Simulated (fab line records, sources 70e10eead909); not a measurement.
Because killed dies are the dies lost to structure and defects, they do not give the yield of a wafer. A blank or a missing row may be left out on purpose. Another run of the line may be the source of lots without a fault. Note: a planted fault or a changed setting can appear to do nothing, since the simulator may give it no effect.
What tool caused it? :: flow nand-harc :: 13 lots, 39 wafers sampled, at 5 steps of a route of 1302

== WHAT THE GAUGES SHOWED, per wafer ==
NHARC_A_ONON_D2_THK_MEAS_11: measures by ellipsometry. Usual: thk-nm reads 1001 nm (standard deviation 11).
lot: L126
measured: day 13 00:25
on: film-metro-02
thk-nm (nm): 1002 1000 1000
flag: 

lot: L127
measured: day 13 00:34
on: film-metro-02
thk-nm (nm): 992 990 990
flag: 

lot: L128
measured: day 13 19:47
on: film-metro-01
thk-nm (nm): 999 997 998
flag: 

lot: L129
measured: day 14 00:26
on: film-metro-01
thk-nm (nm): 992 993 992
flag: 

lot: L131
measured: day 14 17:13
on: film-metro-02
thk-nm (nm): 980 982 980
flag: 

lot: L130
measured: day 14 17:14
on: film-metro-01
thk-nm (nm): 999 998 998
flag: 

lot: L132
measured: day 15 20:30
on: film-metro-02
thk-nm (nm): 1013 1012 1013
flag: 

lot: L136
measured: day 16 19:31
on: film-metro-01
thk-nm (nm): 324 323 325 326 324 325
flag: OFF

lot: L137
measured: day 17 05:44
on: film-metro-01
thk-nm (nm): 315 317 315 315 314 314
flag: OFF

lot: L144
measured: day 20 01:22
on: film-metro-02
thk-nm (nm): 987 986 986
flag: 

lot: L145
measured: day 21 00:50
on: film-metro-01
thk-nm (nm): 986 986 988
flag: 

lot: L146
measured: day 21 22:51
on: film-metro-02
thk-nm (nm): 1013 1012 1015
flag: 

lot: L148
measured: day 22 11:36
on: film-metro-01
thk-nm (nm): 1015 1013 1015
flag: 

== TOOL THAT RAN EACH LOT (tool first, then ch and the chambers of the sampled wafers, then the start) ==
lot: L126
NHARC_A_CHANNEL_HOLE_D1_STRIP_27: rie-diel-07 ch 0,1,3, day 9 12:53 or earlier
NHARC_A_CHANNEL_FILL_D1_ALD_02: ald-hk-04 ch 0,2,3, day 9 12:53
NHARC_A_CHANNEL_FILL_D1_ALD_16: ald-hk-04 ch 0,1,2, day 10 01:26
NHARC_A_ONON_D2_DEP_09: pecvd-onon-01 ch 0, day 12 23:54

lot: L127
NHARC_A_CHANNEL_HOLE_D1_STRIP_27: rie-diel-05 ch 0,1,3, day 9 16:42 or earlier
NHARC_A_CHANNEL_FILL_D1_ALD_02: ald-hk-04 ch 1,2,3, day 9 16:42
NHARC_A_CHANNEL_FILL_D1_ALD_16: ald-hk-01 ch 1,2,3, day 10 04:56
NHARC_A_ONON_D2_DEP_09: pecvd-onon-02 ch 0, day 13 00:07

lot: L128
NHARC_A_CHANNEL_HOLE_D1_STRIP_27: rie-diel-07 ch 0,1, day 9 23:00 or earlier
NHARC_A_CHANNEL_FILL_D1_ALD_02: ald-hk-04 ch 0,1, day 9 23:00
NHARC_A_CHANNEL_FILL_D1_ALD_16: ald-hk-04 ch 0,1,2, day 10 11:13
NHARC_A_ONON_D2_DEP_09: pecvd-onon-03 ch 0, day 13 19:20

lot: L129
NHARC_A_CHANNEL_HOLE_D1_STRIP_27: rie-diel-01 ch 2,3, day 10 08:27 or earlier
NHARC_A_CHANNEL_FILL_D1_ALD_02: ald-hk-03 ch 1,2, day 10 08:27
NHARC_A_CHANNEL_FILL_D1_ALD_16: ald-hk-01 ch 0,1,3, day 10 20:43
NHARC_A_ONON_D2_DEP_09: pecvd-onon-01 ch 0, day 13 23:55

lot: L131
NHARC_A_CHANNEL_HOLE_D1_STRIP_27: rie-diel-01 ch 0,3, day 11 05:58 or earlier
NHARC_A_CHANNEL_FILL_D1_ALD_02: ald-hk-01 ch 1,2,3, day 11 05:58
NHARC_A_CHANNEL_FILL_D1_ALD_16: ald-hk-03 ch 0,3, day 11 18:02
NHARC_A_ONON_D2_DEP_09: pecvd-onon-02 ch 0, day 14 16:50

lot: L130
NHARC_A_CHANNEL_HOLE_D1_STRIP_27: rie-diel-01 ch 1,3, day 11 08:50 or earlier
NHARC_A_CHANNEL_FILL_D1_ALD_02: ald-hk-01 ch 0,1, day 11 08:50
NHARC_A_CHANNEL_FILL_D1_ALD_16: ald-hk-01 ch 0,3, day 11 21:03
NHARC_A_ONON_D2_DEP_09: pecvd-onon-01 ch 0, day 14 16:43

lot: L132
NHARC_A_CHANNEL_HOLE_D1_STRIP_27: rie-diel-01 ch 0,3, day 12 05:29 or earlier
NHARC_A_CHANNEL_FILL_D1_ALD_02: ald-hk-03 ch 1,2, day 12 05:29
NHARC_A_CHANNEL_FILL_D1_ALD_16: ald-hk-03 ch 1,2, day 12 17:41
NHARC_A_ONON_D2_DEP_09: pecvd-onon-03 ch 0, day 15 20:02

lot: L136
NHARC_A_CHANNEL_HOLE_D1_STRIP_27: rie-diel-01 ch 1,2, day 13 09:21 or earlier
NHARC_A_CHANNEL_FILL_D1_ALD_02: ald-hk-04 ch 0,1, day 13 09:21
NHARC_A_CHANNEL_FILL_D1_ALD_16: ald-hk-03 ch 1,2,3, day 13 22:59
NHARC_A_ONON_D2_DEP_09: pecvd-onon-03 ch 0, day 16 19:07

lot: L137
NHARC_A_CHANNEL_HOLE_D1_STRIP_27: rie-diel-01 ch 1,2,3, day 13 17:38 or earlier
NHARC_A_CHANNEL_FILL_D1_ALD_02: ald-hk-04 ch 0,2,3, day 13 17:38
NHARC_A_CHANNEL_FILL_D1_ALD_16: ald-hk-04 ch 1,2,3, day 14 05:49
NHARC_A_ONON_D2_DEP_09: pecvd-onon-03 ch 0, day 17 05:17

lot: L144
NHARC_A_CHANNEL_HOLE_D1_STRIP_27: rie-diel-05 ch 1,2,3, day 16 16:53 or earlier
NHARC_A_CHANNEL_FILL_D1_ALD_02: ald-hk-03 ch 0,2,3, day 16 16:53
NHARC_A_CHANNEL_FILL_D1_ALD_16: ald-hk-04 ch 0,1,2, day 17 05:09
NHARC_A_ONON_D2_DEP_09: pecvd-onon-02 ch 0, day 20 00:51

lot: L145
NHARC_A_CHANNEL_HOLE_D1_STRIP_27: rie-diel-07 ch 1,2,3, day 17 10:44 or earlier
NHARC_A_CHANNEL_FILL_D1_ALD_02: ald-hk-01 ch 0,1,2, day 17 10:44
NHARC_A_CHANNEL_FILL_D1_ALD_16: ald-hk-04 ch 1,2,3, day 17 22:55
NHARC_A_ONON_D2_DEP_09: pecvd-onon-03 ch 0, day 21 00:19

lot: L146
NHARC_A_CHANNEL_HOLE_D1_STRIP_27: rie-diel-05 ch 0,2, day 17 14:51 or earlier
NHARC_A_CHANNEL_FILL_D1_ALD_02: ald-hk-04 ch 0,1, day 17 14:51
NHARC_A_CHANNEL_FILL_D1_ALD_16: ald-hk-04 ch 0,1,3, day 18 03:03
NHARC_A_ONON_D2_DEP_09: pecvd-onon-03 ch 0, day 21 22:23

lot: L148
NHARC_A_CHANNEL_HOLE_D1_STRIP_27: rie-diel-01 ch 1,2, day 18 13:50 or earlier
NHARC_A_CHANNEL_FILL_D1_ALD_02: ald-hk-01 ch 0,1, day 18 13:50
NHARC_A_CHANNEL_FILL_D1_ALD_16: ald-hk-04 ch 0,1,3, day 19 02:09
NHARC_A_ONON_D2_DEP_09: pecvd-onon-03 ch 0, day 22 11:09
- NHARC_A_CHANNEL_HOLE_D1_STRIP_27: strips in O2.
- NHARC_A_CHANNEL_FILL_D1_ALD_02: deposits SiO2, target thk 6 nm, pulse time 10 s, ald cycles 60.
- NHARC_A_CHANNEL_FILL_D1_ALD_16: deposits SiO2, target thk 1.5 nm, pulse time 10 s, ald cycles 15.
- NHARC_A_ONON_D2_DEP_09: target thk 1000 nm.

== AS READ BY THE TOOLS THEMSELVES (means over the sampled wafers that have a number; for cases with no such wafer, the mark the record gives instead) ==
NHARC_A_CHANNEL_HOLE_D1_STRIP_27. Usual: drypump-motor-current-A 5.61 A, standard deviation 0.29; oes-product-au 1.001 a.u., standard deviation 0.0081; rf-vpp-V 57.9 V, standard deviation 0.92; showerhead-plenum-p-Torr 3.57 Torr, standard deviation 0.17; throttle-valve-pct 17.036 %, standard deviation 0.0093.
lot: L126
tool: rie-diel-07
drypump-motor-current-A (A): 6.00
oes-product-au (a.u.): 1.010
rf-vpp-V (V): 57.7
showerhead-plenum-p-Torr (Torr): 3.47
throttle-valve-pct (%): 17.033
flag: 

lot: L127
tool: rie-diel-05
drypump-motor-current-A (A): 5.73
oes-product-au (a.u.): 0.993
rf-vpp-V (V): 57.9
showerhead-plenum-p-Torr (Torr): 3.65
throttle-valve-pct (%): 17.037
flag: 

lot: L128
tool: rie-diel-07
drypump-motor-current-A (A): 5.99
oes-product-au (a.u.): 1.006
rf-vpp-V (V): 57.8
showerhead-plenum-p-Torr (Torr): 3.32
throttle-valve-pct (%): 17.028
flag: 

lot: L129
tool: rie-diel-01
drypump-motor-current-A (A): 5.44
oes-product-au (a.u.): 0.988
rf-vpp-V (V): 57.8
showerhead-plenum-p-Torr (Torr): 3.42
throttle-valve-pct (%): 17.025
flag: 

lot: L131
tool: rie-diel-01
drypump-motor-current-A (A): 5.52
oes-product-au (a.u.): 0.995
rf-vpp-V (V): 58.2
showerhead-plenum-p-Torr (Torr): 3.62
throttle-valve-pct (%): 17.036
flag: 

lot: L130
tool: rie-diel-01
drypump-motor-current-A (A): 5.35
oes-product-au (a.u.): 0.997
rf-vpp-V (V): 57.5
showerhead-plenum-p-Torr (Torr): 3.47
throttle-valve-pct (%): 17.039
flag: 

lot: L132
tool: rie-diel-01
drypump-motor-current-A (A): 5.41
oes-product-au (a.u.): 1.002
rf-vpp-V (V): 57.3
showerhead-plenum-p-Torr (Torr): 3.46
throttle-valve-pct (%): 17.040
flag: 

lot: L136
tool: rie-diel-01
drypump-motor-current-A (A): 5.49
oes-product-au (a.u.): 1.004
rf-vpp-V (V): 58.4
showerhead-plenum-p-Torr (Torr): 3.58
throttle-valve-pct (%): 17.041
flag: 

lot: L137
tool: rie-diel-01
drypump-motor-current-A (A): 5.45
oes-product-au (a.u.): 1.003
rf-vpp-V (V): 57.1
showerhead-plenum-p-Torr (Torr): 3.50
throttle-valve-pct (%): 17.038
flag: 

lot: L144
tool: rie-diel-05
drypump-motor-current-A (A): 5.43
oes-product-au (a.u.): 1.006
rf-vpp-V (V): 58.2
showerhead-plenum-p-Torr (Torr): 3.61
throttle-valve-pct (%): 17.039
flag: 

lot: L145
tool: rie-diel-07
drypump-motor-current-A (A): 5.96
oes-product-au (a.u.): 1.006
rf-vpp-V (V): 57.3
showerhead-plenum-p-Torr (Torr): 3.52
throttle-valve-pct (%): 17.040
flag: 

lot: L146
tool: rie-diel-05
drypump-motor-current-A (A): 5.92
oes-product-au (a.u.): 1.003
rf-vpp-V (V): 58.6
showerhead-plenum-p-Torr (Torr): 3.65
throttle-valve-pct (%): 17.030
flag: 

lot: L148
tool: rie-diel-01
drypump-motor-current-A (A): 5.58
oes-product-au (a.u.): 0.997
rf-vpp-V (V): 56.7
showerhead-plenum-p-Torr (Torr): 3.61
throttle-valve-pct (%): 17.037
flag: 

NHARC_A_CHANNEL_FILL_D1_ALD_02. Usual: heater-power-outer-w 253 W, standard deviation 26; heater-power-w 453 W, standard deviation 34; precursor-pulse-height-rel 1.000, standard deviation 0.019.
lot: L126
tool: ald-hk-04
heater-power-outer-w (W): 257
heater-power-w (W): 453
precursor-pulse-height-rel: 1.010
flag: 

lot: L127
tool: ald-hk-04
heater-power-outer-w (W): 251
heater-power-w (W): 462
precursor-pulse-height-rel: 0.996
flag: 

lot: L128
tool: ald-hk-04
heater-power-outer-w (W): 257
heater-power-w (W): 461
precursor-pulse-height-rel: 1.003
flag: 

lot: L129
tool: ald-hk-03
heater-power-outer-w (W): 278
heater-power-w (W): 477
precursor-pulse-height-rel: 1.003
flag: 

lot: L131
tool: ald-hk-01
heater-power-outer-w (W): 247
heater-power-w (W): 438
precursor-pulse-height-rel: 0.989
flag: 

lot: L130
tool: ald-hk-01
heater-power-outer-w (W): 228
heater-power-w (W): 427
precursor-pulse-height-rel: 1.022
flag: 

lot: L132
tool: ald-hk-03
heater-power-outer-w (W): 280
heater-power-w (W): 486
precursor-pulse-height-rel: 0.997
flag: 

lot: L136
tool: ald-hk-04
heater-power-outer-w (W): 274
heater-power-w (W): 456
precursor-pulse-height-rel: 1.008
flag: 

lot: L137
tool: ald-hk-04
heater-power-outer-w (W): 254
heater-power-w (W): 443
precursor-pulse-height-rel: 1.016
flag: 

lot: L144
tool: ald-hk-03
heater-power-outer-w (W): 271
heater-power-w (W): 479
precursor-pulse-height-rel: 0.992
flag: 

lot: L145
tool: ald-hk-01
heater-power-outer-w (W): 237
heater-power-w (W): 423
precursor-pulse-height-rel: 0.999
flag: 

lot: L146
tool: ald-hk-04
heater-power-outer-w (W): 272
heater-power-w (W): 466
precursor-pulse-height-rel: 1.008
flag: 

lot: L148
tool: ald-hk-01
heater-power-outer-w (W): 254
heater-power-w (W): 450
precursor-pulse-height-rel: 0.996
flag: 

NHARC_A_CHANNEL_FILL_D1_ALD_16. Usual: heater-power-outer-w 253 W, standard deviation 24; heater-power-w 451 W, standard deviation 33; precursor-pulse-height-rel 0.998, standard deviation 0.019.
lot: L126
tool: ald-hk-04
heater-power-outer-w (W): 260
heater-power-w (W): 452
precursor-pulse-height-rel: 0.982
flag: 

lot: L127
tool: ald-hk-01
heater-power-outer-w (W): 250
heater-power-w (W): 439
precursor-pulse-height-rel: 0.989
flag: 

lot: L128
tool: ald-hk-04
heater-power-outer-w (W): 257
heater-power-w (W): 458
precursor-pulse-height-rel: 0.989
flag: 

lot: L129
tool: ald-hk-01
heater-power-outer-w (W): 236
heater-power-w (W): 416
precursor-pulse-height-rel: 1.015
flag: 

lot: L131
tool: ald-hk-03
heater-power-outer-w (W): 255
heater-power-w (W): 469
precursor-pulse-height-rel: 0.987
flag: 

lot: L130
tool: ald-hk-01
heater-power-outer-w (W): 210
heater-power-w (W): 397
precursor-pulse-height-rel: 0.997
flag: 

lot: L132
tool: ald-hk-03
heater-power-outer-w (W): 261
heater-power-w (W): 481
precursor-pulse-height-rel: 0.990
flag: 

lot: L136
tool: ald-hk-03
heater-power-outer-w (W): 267
heater-power-w (W): 485
precursor-pulse-height-rel: 0.984
flag: 

lot: L137
tool: ald-hk-04
heater-power-outer-w (W): 246
heater-power-w (W): 457
precursor-pulse-height-rel: 1.017
flag: 

lot: L144
tool: ald-hk-04
heater-power-outer-w (W): 262
heater-power-w (W): 457
precursor-pulse-height-rel: 0.994
flag: 

lot: L145
tool: ald-hk-04
heater-power-outer-w (W): 251
heater-power-w (W): 454
precursor-pulse-height-rel: 1.007
flag: 

lot: L146
tool: ald-hk-04
heater-power-outer-w (W): 260
heater-power-w (W): 463
precursor-pulse-height-rel: 0.992
flag: 

lot: L148
tool: ald-hk-04
heater-power-outer-w (W): 262
heater-power-w (W): 471
precursor-pulse-height-rel: 1.017
flag: 

== THE ANSWER, worked out from the rows above alone ==
Rule: a lot counts as off when the mean over its wafers that have a number is more than 3 standard deviations away from the usual mean. Also off: a lot with no number at a reading for which 4 or more lots have one. The other lots that the step has rows for count as sound. First the gauges in route order, then the tools' own readings, where a lot's mean is used as printed above. At the first step where some lot is off, the reading lying furthest off is the one used; lots without a number count as furthest.
Off at NHARC_A_ONON_D2_THK_MEAS_11 (thk-nm): L136, L137.
A tool fits if, at a process step before that reading, it ran every lot that is off, and no sound lot after the first of them. Those tools and the gauges at NHARC_A_ONON_D2_THK_MEAS_11 are tried in the same way. With no start given for some of its lots, NHARC_A_CHANNEL_HOLE_D1_STRIP_27 uses the hours and lot order of NHARC_A_CHANNEL_FILL_D1_ALD_02. None of those tried fits.

== WHAT THE SIMULATOR HAD PUT IN ==
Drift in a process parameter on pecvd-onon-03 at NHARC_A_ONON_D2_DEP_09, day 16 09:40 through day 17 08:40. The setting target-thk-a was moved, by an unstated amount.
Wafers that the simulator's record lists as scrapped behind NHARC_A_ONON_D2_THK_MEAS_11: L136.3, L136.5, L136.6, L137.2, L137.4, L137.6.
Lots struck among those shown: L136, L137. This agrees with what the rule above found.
